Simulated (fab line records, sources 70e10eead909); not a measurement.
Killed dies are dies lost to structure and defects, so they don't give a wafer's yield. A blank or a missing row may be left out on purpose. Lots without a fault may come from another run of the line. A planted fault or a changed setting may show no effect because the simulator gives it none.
Which tool did it? | flow nand_harc | 12 lots, 36 wafers sampled, at 5 steps of a route of 1302

WHAT THE GAUGES READ, wafer by wafer
NHARC_END_SORT_01. Usual: killed_at_array 52, standard deviation 17; killed_at_other 0.9, standard deviation 1.2; killed_at_periphery 3.9, standard deviation 2.7; killed_dies 57, standard deviation 16; killed_open 3.3, standard deviation 1.9; killed_short 2.5, standard deviation 1.5.
lot  | measured     | on        | killed_at_array | killed_at_other | killed_at_periphery | killed_dies | killed_open | killed_short | flag
L108 | day 29 06:17 | prober-02 | 25 30 37        | 2 1 3           | 12 8 7              | 39 39 47    | 3 2 6       | 2 2 1        |
L113 | day 31 22:09 | prober-02 | 52 75 61        | 0 1 1           | 3 3 1               | 55 79 63    | 3 2 6       | 0 1 1        |

WHICH TOOL RAN EACH LOT (tool, then ch and the chambers of the sampled wafers, then the start)
lot  | NHARC_A_CHANNEL_HOLE_D1_ETCH_23  | NHARC_A_CHANNEL_HOLE_D1_ETCH_24  | NHARC_A_CHANNEL_FILL_D1_ALD_16   | NHARC_A_CHANNEL_FILL_D1_ETCHBACK_08
L997 | har_etch-02 ch 0,1, day 9 04:10  | har_etch-02 ch 0,1, day 9 04:52  | ald_hk-01 ch 1,2,3, day 9 20:40  | rie_diel-06 ch 2,3, no start
L999 | har_etch-02 ch 1, day 9 19:11    | har_etch-02 ch 1, day 9 19:53    | ald_hk-02 ch 1,2,3, day 10 11:55 | rie_diel-07 ch 1,3, no start
L100 | har_etch-01 ch 1, day 10 06:10   | har_etch-01 ch 1, day 10 06:53   | ald_hk-04 ch 1,2,3, day 10 22:52 | rie_diel-06 ch 1,3, no start
L106 | har_etch-01 ch 0,1, day 13 02:38 | har_etch-01 ch 0,1, day 13 03:23 | ald_hk-02 ch 0,1, day 13 18:58   | rie_diel-07 ch 0,2,3, no start
L107 | har_etch-02 ch 0,1, day 13 04:21 | har_etch-02 ch 0,1, day 13 05:03 | ald_hk-04 ch 0,2,3, day 13 19:02 | rie_diel-06 ch 0,1,2, no start
L108 | har_etch-01 ch 0,1, day 13 18:20 | har_etch-01 ch 0,1, day 13 19:02 | ald_hk-04 ch 0,1,2, day 14 10:10 | rie_diel-03 ch 2,3, day 29 06:17 or earlier
L113 | har_etch-02 ch 0,1, day 15 22:59 | har_etch-02 ch 0,1, day 15 23:42 | ald_hk-04 ch 0,1,3, day 16 15:49 | rie_diel-07 ch 2,3, day 31 22:09 or earlier
L114 | har_etch-02 ch 0,1, day 16 07:10 | har_etch-02 ch 0,1, day 16 07:52 | ald_hk-02 ch 1,2,3, day 16 23:57 | rie_diel-07 ch 1,3, no start
L115 | har_etch-02 ch 0,1, day 16 13:44 | har_etch-02 ch 0,1, day 16 14:26 | ald_hk-02 ch 0,2,3, day 17 06:22 | rie_diel-03 ch 0,1,2, no start
L116 | har_etch-01 ch 0,1, day 17 11:58 | har_etch-01 ch 0,1, day 17 12:40 | ald_hk-01 ch 0,1,3, day 18 04:43 | rie_diel-07 ch 0,1,3, no start
L118 | har_etch-01 ch 0,1, day 17 21:42 | har_etch-01 ch 0,1, day 17 22:24 | ald_hk-04 ch 0,1,3, day 18 14:25 | rie_diel-07 ch 0,1,2, no start
L119 | har_etch-01 ch 0,1, day 18 14:05 | har_etch-01 ch 0,1, day 18 14:48 | ald_hk-02 ch 0,3, day 19 06:58   | rie_diel-06 ch 0,3, no start
- NHARC_A_CHANNEL_HOLE_D1_ETCH_23: etches the open film in C4F8/O2/Ar, time 819 s, target depth 1600 nm.
- NHARC_A_CHANNEL_HOLE_D1_ETCH_24: etches the open film in C4F8/O2/Ar, time 906.2 s, target depth 1500 nm.
- NHARC_A_CHANNEL_FILL_D1_ALD_16: deposits SiO2, target thk 1.5 nm, pulse time 10 s, ald cycles 15.
- NHARC_A_CHANNEL_FILL_D1_ETCHBACK_08: etches the open film in C4F8, target depth 220 nm, time 110 s.

WHAT THE TOOLS THEMSELVES READ (means of the sampled wafers that have a number; where no wafer has one, the mark that the record gives instead)
NHARC_A_CHANNEL_HOLE_D1_ETCH_23. Usual: drypump_motor_current_A 5.62 A, standard deviation 0.29; showerhead_plenum_p_Torr 3.51 Torr, standard deviation 0.095; throttle_valve_pct 32.156 %, standard deviation 0.0076.
lot  | tool        | drypump_motor_current_A (A) | showerhead_plenum_p_Torr (Torr) | throttle_valve_pct (%) | flag
L997 | har_etch-02 | 5.76                        | 3.51                            | 32.152                 |
L999 | har_etch-02 | 5.58                        | 3.48                            | 32.148                 |
L100 | har_etch-01 | 5.51                        | 3.50                            | 32.157                 |
L106 | har_etch-01 | 5.44                        | 3.49                            | 32.155                 |
L107 | har_etch-02 | 5.75                        | 3.49                            | 32.160                 |
L108 | har_etch-01 | 5.42                        | 3.49                            | 32.153                 |
L113 | har_etch-02 | 5.92                        | 3.49                            | 32.160                 |
L114 | har_etch-02 | 5.75                        | 3.46                            | 32.161                 |
L115 | har_etch-02 | 5.74                        | 3.46                            | 32.155                 |
L116 | har_etch-01 | 5.36                        | 3.47                            | 32.151                 |
L118 | har_etch-01 | 5.37                        | 3.47                            | 32.161                 |
L119 | har_etch-01 | 5.44                        | 3.45                            | 32.157                 |

NHARC_A_CHANNEL_HOLE_D1_ETCH_24. Usual: drypump_motor_current_A 5.62 A, standard deviation 0.29; showerhead_plenum_p_Torr 3.51 Torr, standard deviation 0.094; throttle_valve_pct 32.235 %, standard deviation 0.009.
lot  | tool        | drypump_motor_current_A (A) | showerhead_plenum_p_Torr (Torr) | throttle_valve_pct (%) | flag
L997 | har_etch-02 | 5.75                        | 3.51                            | 32.230                 |
L999 | har_etch-02 | 5.59                        | 3.47                            | 32.237                 |
L100 | har_etch-01 | 5.51                        | 3.49                            | 32.234                 |
L106 | har_etch-01 | 5.44                        | 3.49                            | 32.232                 |
L107 | har_etch-02 | 5.75                        | 3.48                            | 32.234                 |
L108 | har_etch-01 | 5.45                        | 3.48                            | 32.237                 |
L113 | har_etch-02 | 5.92                        | 3.49                            | 32.237                 |
L114 | har_etch-02 | 5.74                        | 3.46                            | 32.235                 |
L115 | har_etch-02 | 5.75                        | 3.45                            | 32.231                 |
L116 | har_etch-01 | 5.36                        | 3.47                            | 32.235                 |
L118 | har_etch-01 | 5.35                        | 3.47                            | 32.239                 |
L119 | har_etch-01 | 5.46                        | 3.44                            | 32.231                 |

NHARC_A_CHANNEL_FILL_D1_ALD_16. Usual: heater_power_w 453 W, standard deviation 53; precursor_pulse_height_rel 1.001, standard deviation 0.02.
lot  | tool      | heater_power_w (W) | precursor_pulse_height_rel | flag
L997 | ald_hk-01 | 407                | 0.993                      |
L999 | ald_hk-02 | 486                | 1.016                      |
L100 | ald_hk-04 | 479                | 1.002                      |
L106 | ald_hk-02 | 452                | 1.003                      |
L107 | ald_hk-04 | 466                | 1.005                      |
L108 | ald_hk-04 | 475                | 0.990                      |
L113 | ald_hk-04 | 504                | 1.007                      |
L114 | ald_hk-02 | 460                | 1.029                      |
L115 | ald_hk-02 | 418                | 1.019                      |
L116 | ald_hk-01 | 418                | 0.996                      |
L118 | ald_hk-04 | 504                | 1.000                      |
L119 | ald_hk-02 | 438                | 1.011                      |

NHARC_A_CHANNEL_FILL_D1_ETCHBACK_08. Usual: oes_product_au 0.95 a.u., standard deviation 0.038; rf_fwd_power_W 597.2 W, standard deviation 2.1; rf_vpp_V 442.7 V, standard deviation 1.6.
lot  | tool        | oes_product_au (a.u.) | rf_fwd_power_W (W) | rf_vpp_V (V) | flag
L997 | rie_diel-06 | 0.93                  | 596.7              | 442.3        |
L999 | rie_diel-07 | 0.92                  | 595.7              | 443.5        |
L100 | rie_diel-06 | 0.90                  | 593.8              | 442.0        |
L106 | rie_diel-07 | 1.00                  | 595.5              | 442.9        |
L107 | rie_diel-06 | 1.00                  | 599.9              | 442.5        |
L108 | rie_diel-03 | 1.00                  | 595.8              | 443.4        |
L113 | rie_diel-07 | 0.96                  | 595.2              | 445.0        |
L114 | rie_diel-07 | 0.95                  | 597.5              | 442.7        |
L115 | rie_diel-03 | 0.93                  | 597.9              | 443.5        |
L116 | rie_diel-07 | 1.01                  | 596.4              | 443.4        |
L118 | rie_diel-07 | 0.93                  | 598.2              | 443.0        |
L119 | rie_diel-06 | 0.92                  | 600.3              | 442.1        |

THE ANSWER, worked out from the rows above alone
Rule: a lot is off if the mean of its wafers that have a number lies more than 3 standard deviations from the usual mean. A lot without any number at a reading at which 4 lots or more have one is off too. The other lots that the step has rows for count as sound. The gauges are gone through in route order, then the tools' own readings, and for those a lot's mean is taken as printed above. The first step at which some lot is off is used, and at that step the reading that is off furthest; a lot without a number counts as furthest.
No lot is off at any reading shown: from this, nothing can be told.

WHAT THE SIMULATOR HAD PUT IN
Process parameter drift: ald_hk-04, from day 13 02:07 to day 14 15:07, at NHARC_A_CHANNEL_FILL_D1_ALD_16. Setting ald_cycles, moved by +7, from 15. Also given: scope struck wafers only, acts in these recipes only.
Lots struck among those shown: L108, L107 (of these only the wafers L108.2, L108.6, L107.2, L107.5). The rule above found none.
